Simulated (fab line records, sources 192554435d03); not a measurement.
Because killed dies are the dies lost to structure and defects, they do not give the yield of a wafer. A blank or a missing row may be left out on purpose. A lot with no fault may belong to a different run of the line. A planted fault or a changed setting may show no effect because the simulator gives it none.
Comparing a struck lot with a sound one | flow n5-finfet | 15 out of 1938 route steps
Sound: wafers L159.1, L159.2, L159.5. The struck wafers were L169.1, L169.2, L169.5. At the end, the cause is stated.
At each step with rows: each side's tool, then ch and its chambers, then its first start. Under that, the readings that differ: sound wafers | struck wafers | difference of the means | sigmas: that difference in standard deviations of wafers without a fault.
alike: a reading whose means differ by less than 2 such deviations, as well as words and numbers matching on both sides. not compared: withheld readings; readings where some wafer has no value; bounds like >300 that might hide an equal value; numbers whose values overlap and for which the record gives no deviation.
Wherever a step has rows on one side only, a row that says differs or no value, or a row with sigmas, the two part there. Non-overlapping numbers with no deviation appear without sigmas and do not part them. Lack of a reading on every wafer of one side parts them only where that side has two or more wafers.

first, 3 steps without rows for these wafers: N5_FIN_SAQP_STRIP_55 (strips in N2/H2); N5_FIN_SAQP_STRIP_23 (strips in SPM, time 750 s); N5_FIN_SAQP_SRD_66 (time 30 s).
N5_FIN_SAQP_RECESS_75: chemistry HF/NH3, target SiO2, target depth 14.4 nm, afs cycles 3, sublimation time 60 s.
  sound on vapor-etch-01 ch 0,1, day 3 04:24; struck on vapor-etch-02 ch 0,1, day 5 17:16
  alike: drypump-motor-current-A
then, 2 steps without rows for these wafers: N5_FIN_SAQP_SPACER1_ALD_24 (deposits SiO2, target thk 20.3 nm, pulse time 1 s, purge time 2 s); N5_FIN_SAQP_SPACER1_ETCHBACK_25 (etches SiO2 in CHF3/O2, target depth 24.4 nm, time 12.2 s).
N5_FIN_SAQP_MANDREL1_REMOVE_56: chemistry HBr/Cl2/O2, target a-Si, stops on SiNx, bt time 10 s.
  sound on rie-si-05 ch 0,1, day 3 06:18; struck on rie-si-02 ch 2,3, day 5 18:32
  alike: drypump-motor-current-A, oes-product-au, rf-fwd-power-W, throttle-valve-pct
  not compared: rf-hours-counter-h
N5_FIN_SAQP_CD_MEAS_27: target cd 20 nm.
  sound on cd-sem-03 ch 0, day 3 06:25; struck on cd-sem-02 ch 0, day 5 18:39
  alike: cd-nm
N5_FIN_SAQP_ETCH_57: etches SiNx in CH3F/O2, target depth 32.5 nm, time 46.4 s.
  sound on rie-diel-04 ch 1,3, day 3 06:37; struck on rie-diel-03 ch 0,2, day 5 18:42
  reading               | sound          | struck         | difference | sigmas
  etch-rf-on-time-s (s) | 44.8 44.9 45.4 | 47.6 46.6 48.1 | +2.4       | +3
  alike: CH3F_flow_sccm, drypump-motor-current-A, oes-product-au, rf-fwd-power-W, rf-vpp-V, showerhead-plenum-p-Torr, throttle-valve-pct
  not compared: rf-hours-counter-h
N5_FIN_SAQP_ETCH_65: etches SiO2 in CF4, target depth 4 nm, time 4.4 s.
  sound on rie-si-03 ch 1,3, day 3 06:43; struck on rie-si-03 ch 1,2, day 5 18:49
  alike: drypump-motor-current-A, oes-product-au, rf-fwd-power-W, throttle-valve-pct
  not compared: rf-hours-counter-h
then, 2 steps without rows for these wafers: N5_FIN_SAQP_MANDREL_ETCH_58 (etches a-Si in HBr/Cl2, stops on SiNx, target depth 45 nm, bt time 10 s, time 27 s); N5_FIN_SAQP_RECESS_63 (chemistry HF/NH3, target SiO2, target depth 18 nm, afs cycles 3, sublimation time 60 s).
N5_FIN_SAQP_COAT_68: time 60 s, resist thk 100 nm.
  sound on litho-track-01 ch 0, day 3 07:13; struck on litho-track-01 ch 0, day 5 19:19
  reading                                   | sound                | struck               | difference | sigmas
  spin-speed-rpm (rpm)                      | 1501.5 1500.8 1499.7 | 1535.5 1534.7 1534.4 | +34.2      | +31
  model.SOC_of_FIN_SAQP_COAT_68.thk-nm (nm) | 100.2 100.4 100.2    | 98.8 98.8 99.4       | -1.3       |
N5_FIN_SAQP_ETCH_69: etches SOC in N2/H2, stops on SiNx, target depth 150 nm.
  sound on rie-diel-05 ch 1,2,3, day 3 07:17; struck on rie-diel-05 ch 1,3, day 5 19:22
  alike: drypump-motor-current-A, oes-product-au, rf-fwd-power-W, rf-vpp-V, showerhead-plenum-p-Torr, throttle-valve-pct
  not compared: rf-hours-counter-h
-- record jumps: 6 days separate the struck wafers' starts on either side; left off in module FIN_SAQP, taken up again in module BEOL_M4, whose first shown step is the route's number 1111 --
N5_BEOL_M4_RC_MEAS_101:
  sound on prober-01 ch 0, day 9 09:56; struck on prober-01 ch 0, day 12 00:57
  alike: DIBL_N, DIBL_P, IOFF_N, IOFF_P, ION_N, ION_P, SS_N, SS_P, VT_N, VT_P

== WHERE THEY PART ==
At N5_FIN_SAQP_ETCH_57 first; at N5_FIN_SAQP_COAT_68 last (within this record only). Later steps at which nothing parts them and some readings are alike: N5_FIN_SAQP_ETCH_69, N5_BEOL_M4_RC_MEAS_101.

WHY: what had been put in by the simulator
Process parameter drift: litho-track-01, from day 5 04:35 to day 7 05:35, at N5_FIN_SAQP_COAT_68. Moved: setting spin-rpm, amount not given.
